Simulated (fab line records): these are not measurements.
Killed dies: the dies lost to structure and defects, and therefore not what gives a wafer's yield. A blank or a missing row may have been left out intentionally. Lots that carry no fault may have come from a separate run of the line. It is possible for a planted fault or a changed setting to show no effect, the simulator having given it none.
fab line records	flow n5-finfet	part 2 of 2: steps 21 to 29 of 29
record lots=5	wafers=15	last-day=17
route steps=1938 shown MOL_CONTACT_COAG@610 BEOL_M0_SAQP@632
lots untouched by any fault: they come from a run of this same line in which no faults occurred
start-h: hours from the record's opening day to when the first of the lot's shown wafers began	wait-h: time in hours since the lot's previous step	" the same as in the row above	L1.1+2: a single row standing in for several wafers	- value missing, or start not given	* or withheld: withheld	< > ~ a bound
route shown NAME@n: names a module that has steps shown in the file, with the first one's number in the route	usual: mean/standard deviation of fault-free wafers	same: alike in all rows	chamber/n: place in a boat	sites: readings site by site	_std_site: the standard deviation of these	_edge_site: inner sites' mean taken away from outer sites' mean	radius-mm: how far each site lies from the wafer's centre	mask NAME#n: copy n	behind: tool/chamber where the wafer was last shaped	hold: what put the lot on hold/how long, in hours/how the hold closed	device: transistor that didn't switch, given as n, p or np	end of line: tests run on the same wafers once the route is complete	step lacking rows: just its recipe	killed: at the first sort, the dies lost to defects and structure; wafer yield is something else	map: a wafer's dies, x killed, . not, _ none there
set.NAME: the setting as run; set.NAME@STEP: as run at that earlier step	model.NAME: the simulator's own value behind a step, which no gauge read
certain route steps with their lots: each step a table, each wafer a row
services: the hour from which a tool's chamber was out of use, counted from the record's first day as start-h (under 0 if before that day), plus the number of hours and why
## steps
# step N5_MOL_CONTACT_COAG_INSPECT_97
# recipe inspect-instrument=darkfield	mode=post-anneal
# usual raw-defect-count=42/17
lot.wafer	tool	chamber	start-h	wait-h	raw-defect-count
L076.1	defect-inspect-02	-	114.06	0.0	50
L076.2	"	-	"	"	50
L076.4	"	-	"	"	32
L078.1	defect-inspect-02	-	132.50	0.0	50
L078.5	"	-	"	"	37
L078.6	"	-	"	"	9
L084.1	defect-inspect-01	-	164.07	0.0	32
L084.5	"	-	"	"	21
L084.6	"	-	"	"	60
L094.2	defect-inspect-02	-	227.25	0.0	49
L094.3	"	-	"	"	32
L094.4	"	-	"	"	18
L097.1	defect-inspect-01	-	246.09	0.0	33
L097.2	"	-	"	"	49
L097.4	"	-	"	"	32
# step N5_BEOL_M0_SAQP_PECVD_00
# recipe material=SiCN	target-thk-a=80	temp-c=withheld	precursor=3MS/NH3	pressure-torr=3	rf-w=202	time-s=14
# usual showerhead-plenum-p-Torr=3.665/0.014	throttle-valve-pct=9.0/0.46
lot.wafer	tool	chamber	start-h	wait-h	showerhead-plenum-p-Torr	throttle-valve-pct
L076.1	pecvd-01	1	114.39	0.2	3.664	9.1
L076.2	"	0	"	"	3.661	8.5
L076.4	"	1	"	"	3.681	9.0
L078.1	pecvd-03	0	132.83	0.2	3.660	10.2
L078.5	"	0	"	"	3.653	10.2
L078.6	"	1	"	"	3.637	9.1
L084.1	pecvd-03	0	164.41	0.2	3.652	9.9
L084.5	"	1	"	"	3.655	9.1
L084.6	"	2	"	"	3.693	8.6
L094.2	pecvd-01	1	227.56	0.2	3.672	8.8
L094.3	"	0	"	"	3.679	8.6
L094.4	"	2	"	"	3.665	9.0
L097.1	pecvd-01	2	246.42	0.2	3.654	8.5
L097.2	"	1	"	"	3.674	8.9
L097.4	"	0	"	"	3.666	8.6
# step N5_BEOL_M0_SAQP_ILD_DEP_01
# recipe material=SiOC	target-thk-a=454.19	temp-c=350	precursor=DEMS/O2	pressure-torr=5	rf-w=500	time-s=8.7
# usual heater-power-w=446/52	showerhead-plenum-p-Torr=5.694/0.016	throttle-valve-pct=11.9/0.62
lot.wafer	tool	chamber	start-h	wait-h	heater-power-w	showerhead-plenum-p-Torr	throttle-valve-pct
L076.1	pecvd-01	1	114.42	0.0	387	5.724	11.9
L076.2	"	0	"	"	492	5.694	11.4
L076.4	"	1	"	"	398	5.717	11.8
L078.1	pecvd-03	0	132.86	0.0	486	5.690	13.2
L078.5	"	0	"	"	490	5.676	13.2
L078.6	"	1	"	"	435	5.692	11.9
L084.1	pecvd-03	0	164.43	0.0	427	5.683	13.2
L084.5	"	1	"	"	387	5.692	12.1
L084.6	"	2	"	"	506	5.721	11.5
L094.2	pecvd-01	1	227.59	0.0	456	5.710	11.7
L094.3	"	0	"	"	399	5.689	11.6
L094.4	"	2	"	"	383	5.684	11.8
L097.1	pecvd-01	2	246.45	0.0	418	5.687	11.7
L097.2	"	1	"	"	460	5.718	11.9
L097.4	"	0	"	"	438	5.695	11.4
# step N5_BEOL_M0_SAQP_HM_DEP_02
# recipe material=TiN	target-thk-a=120	temp-c=25	chamber-pressure-pa=0.49996
# usual throttle-valve-pct=29.9/1
lot.wafer	tool	chamber	start-h	wait-h	throttle-valve-pct
L076.1	pvd-sputter-03	-	115.40	1.0	30.3
L076.2	"	-	"	"	28.8
L076.4	"	-	"	"	29.7
L078.1	pvd-sputter-02	-	133.33	0.5	31.0
L078.5	"	-	"	"	29.6
L078.6	"	-	"	"	27.9
L084.1	pvd-sputter-02	-	165.74	1.3	27.7
L084.5	"	-	"	"	29.5
L084.6	"	-	"	"	28.1
L094.2	pvd-sputter-02	-	227.70	0.1	30.9
L094.3	"	-	"	"	27.8
L094.4	"	-	"	"	29.5
L097.1	pvd-sputter-02	-	248.11	1.6	29.5
L097.2	"	-	"	"	31.0
L097.4	"	-	"	"	27.7
# step N5_BEOL_M0_SAQP_PECVD_03
# recipe material=SiCN	target-thk-a=120	temp-c=withheld	precursor=3MS/NH3	pressure-torr=3	rf-w=202	time-s=21.1
# usual showerhead-plenum-p-Torr=3.665/0.014	throttle-valve-pct=9.1/0.53
lot.wafer	tool	chamber	start-h	wait-h	showerhead-plenum-p-Torr	throttle-valve-pct
L076.1	pecvd-02	1	115.52	0.1	3.671	9.6
L076.2	"	2	"	"	3.649	9.8
L076.4	"	2	"	"	3.643	9.9
L078.1	pecvd-03	2	133.45	0.1	3.682	8.5
L078.5	"	2	"	"	3.683	8.5
L078.6	"	1	"	"	3.653	9.1
L084.1	pecvd-01	0	165.86	0.1	3.666	8.5
L084.5	"	1	"	"	3.680	9.1
L084.6	"	0	"	"	3.673	8.8
L094.2	pecvd-01	2	227.82	0.1	3.652	9.0
L094.3	"	0	"	"	3.676	8.6
L094.4	"	1	"	"	3.673	8.9
L097.1	pecvd-03	0	248.23	0.1	3.649	10.2
L097.2	"	1	"	"	3.644	9.1
L097.4	"	0	"	"	3.652	10.1
# step N5_BEOL_M0_SAQP_PECVD_96
# recipe material=a-Si	target-thk-a=450	temp-c=350	precursor=SiH4/He	pressure-torr=3	rf-w=100	time-s=45.2
# usual heater-power-w=601/63	showerhead-plenum-p-Torr=5.67/0.051	throttle-valve-pct=18.3/1
lot.wafer	tool	chamber	start-h	wait-h	heater-power-w	showerhead-plenum-p-Torr	throttle-valve-pct
L076.1	pecvd-02	1	115.55	0.0	628	5.70	19.2
L076.2	"	2	"	"	549	5.60	19.6
L076.4	"	2	"	"	543	5.61	19.5
L078.1	pecvd-03	2	133.48	0.0	678	5.75	17.3
L078.5	"	2	"	"	676	5.74	17.5
L078.6	"	1	"	"	563	5.60	18.5
L084.1	pecvd-01	0	165.89	0.0	606	5.70	17.2
L084.5	"	1	"	"	565	5.71	18.0
L084.6	"	0	"	"	606	5.71	17.5
L094.2	pecvd-01	2	227.85	0.0	544	5.63	18.0
L094.3	"	0	"	"	597	5.69	17.4
L094.4	"	1	"	"	571	5.71	18.0
L097.1	pecvd-03	0	248.26	0.0	585	5.59	20.2
L097.2	"	1	"	"	602	5.61	18.4
L097.4	"	0	"	"	572	5.61	20.1
# step N5_BEOL_M0_SAQP_PECVD_97
# recipe material=SiNx	target-thk-a=230	temp-c=350	precursor=SiH4/NH3/N2	pressure-torr=1.5	rf-w=300	time-s=19.9
# usual heater-power-w=538/68	showerhead-plenum-p-Torr=5.14/0.067	throttle-valve-pct=40.0/2.3
lot.wafer	tool	chamber	start-h	wait-h	heater-power-w	showerhead-plenum-p-Torr	throttle-valve-pct
L076.1	pecvd-02	1	115.60	0.0	541	5.17	41.9
L076.2	"	2	"	"	469	5.06	42.9
L076.4	"	2	"	"	468	5.06	43.0
L078.1	pecvd-03	2	133.52	0.0	509	5.24	37.9
L078.5	"	2	"	"	519	5.25	38.0
L078.6	"	1	"	"	527	5.06	40.1
L084.1	pecvd-01	0	165.94	0.0	516	5.17	38.2
L084.5	"	1	"	"	480	5.20	39.6
L084.6	"	0	"	"	534	5.17	37.9
L094.2	pecvd-01	2	227.90	0.0	473	5.10	38.9
L094.3	"	0	"	"	487	5.19	38.0
L094.4	"	1	"	"	494	5.20	39.6
L097.1	pecvd-03	0	248.31	0.0	587	5.04	44.3
L097.2	"	1	"	"	514	5.06	40.3
L097.4	"	0	"	"	602	5.06	44.2
# step N5_BEOL_M0_SAQP_PECVD_04
# recipe material=a-Si	target-thk-a=600	temp-c=350	precursor=SiH4/He	pressure-torr=3	rf-w=100	time-s=60.2
# usual heater-power-w=604/64	showerhead-plenum-p-Torr=5.67/0.051	throttle-valve-pct=18.3/1
lot.wafer	tool	chamber	start-h	wait-h	heater-power-w	showerhead-plenum-p-Torr	throttle-valve-pct
L076.1	pecvd-02	1	115.63	0.0	620	5.69	19.3
L076.2	"	2	"	"	606	5.62	19.6
L076.4	"	2	"	"	597	5.61	19.6
L078.1	pecvd-03	2	133.56	0.0	633	5.75	17.5
L078.5	"	2	"	"	635	5.75	17.5
L078.6	"	1	"	"	578	5.60	18.5
L084.1	pecvd-01	0	165.98	0.0	584	5.70	17.6
L084.5	"	1	"	"	611	5.71	18.2
L084.6	"	0	"	"	594	5.70	17.2
L094.2	pecvd-01	2	227.94	0.0	543	5.63	17.7
L094.3	"	0	"	"	585	5.70	17.2
L094.4	"	1	"	"	581	5.71	18.0
L097.1	pecvd-03	0	248.34	0.0	588	5.61	20.2
L097.2	"	1	"	"	552	5.61	18.2
L097.4	"	0	"	"	617	5.60	19.9
# step N5_BEOL_M0_SAQP_THK_MEAS_05
# usual thk-nm=59.7/0.87
lot.wafer	tool	chamber	start-h	wait-h	thk-nm
L076.1	film-metro-01	-	115.73	0.1	58.6
L076.2	"	-	"	"	59.8
L076.4	"	-	"	"	60.5
L078.1	film-metro-02	-	133.66	0.1	59.4
L078.5	"	-	"	"	60.5
L078.6	"	-	"	"	60.4
L084.1	film-metro-01	-	166.07	0.1	59.1
L084.5	"	-	"	"	60.2
L084.6	"	-	"	"	60.1
L094.2	film-metro-01	-	228.03	0.1	59.3
L094.3	"	-	"	"	59.0
L094.4	"	-	"	"	59.5
L097.1	film-metro-02	-	248.44	0.1	58.5
L097.2	"	-	"	"	58.3
L097.4	"	-	"	"	59.3
## services
tool	chamber	start-h	hours	kind
pecvd-01	-	87.33	2.8	pm
cmp-03	-	92.05	2.9	repair
pecvd-01	-	97.37	1.8	repair
cmp-01	-	101.37	3.6	repair
pecvd-02	-	132.37	0.5	repair
pecvd-01	-	139.80	3.4	repair
pecvd-02	-	153.19	2.8	pm
cvd-w-02	-	173.33	2.9	repair
pecvd-02	0	174.57	9.4	repair
cmp-01	-	180.63	0.8	repair
cmp-01	-	190.22	0.7	repair
cvd-w-01	0	191.28	10.6	repair
cmp-03	-	192.32	4.0	pm
plasma-asher-01	-	195.21	4.3	pm
rie-diel-01	3	195.47	16.5	repair
pecvd-02	-	195.94	0.3	repair
rie-diel-04	0	199.60	4.3	repair
pecvd-01	-	203.80	6.0	pm
cmp-03	-	216.22	32.0	repair
wet-bench-03	-	220.90	0.9	repair
pecvd-03	-	224.03	1.4	repair
cmp-01	-	232.64	7.4	pm
plasma-asher-01	-	238.04	20.2	repair
cmp-03	-	248.23	5.1	pm
